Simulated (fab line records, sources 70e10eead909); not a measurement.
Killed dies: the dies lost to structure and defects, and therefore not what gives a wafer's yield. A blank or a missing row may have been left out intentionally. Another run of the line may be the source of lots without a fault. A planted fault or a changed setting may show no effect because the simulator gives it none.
Chamber matching | flow nand harc | NHARC_A_STAIRCASE_TRIM_220 on rie diel-04 has 4 sister chambers
The step chemistry O2, time 211.2 s. 4 wafers are shown with their chamber, then 12 later ones without.

## WAFERS PAIRED WITH THEIR CHAMBERS
wafer  | chamber | showerhead plenum p Torr (Torr)
L083.5 | 1       | 3.28
L085.2 | 0       | 3.39
L085.3 | 2       | 3.61
L085.4 | 3       | 3.72

## WAFERS WHOSE CHAMBER IS MISSING
wafer  | showerhead plenum p Torr (Torr)
L089.1 | 3.61
L089.2 | 3.71
L089.5 | 3.71
L095.1 | 3.81
L095.4 | 3.70
L095.5 | 3.59
L097.3 | 3.80
L097.4 | 3.70
L097.6 | 3.80
L096.2 | 3.69
L096.3 | 3.59
L096.6 | 3.59

## EACH ONE'S CHAMBER
wafer  | from the rows above     | in truth
L089.1 | 2                       | 2
L089.2 | 3                       | 3
L089.5 | 3                       | 3
L095.1 | 3                       | 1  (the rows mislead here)
L095.4 | can't be placed: 3 or 2 | 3
L095.5 | 2                       | 2
L097.3 | 3                       | 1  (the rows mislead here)
L097.4 | can't be placed: 3 or 2 | 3
L097.6 | 3                       | 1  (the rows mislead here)
L096.2 | can't be placed: 3 or 2 | 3
L096.3 | 2                       | 2
L096.6 | 2                       | 2
Correctly placed: 6 of 12. Not placeable from these rows: 3 (in 3, the candidates include the true chamber). Wrongly placed: 3.
How it was worked out, from the rows above alone: a wafer's distance from a chamber is the root of the sum, over the readings, of the square of ((its reading less the chamber's mean) divided by the reading's scatter). The wafer belongs to the nearest chamber; if the next one is less than 2 further off, it can't be placed. For every chamber, the mean is computed from those of its wafers that are shown. The scatter (one wafer shown for each chamber): square how far every hidden wafer sits from the nearest shown wafer, average those squares and take the square root.
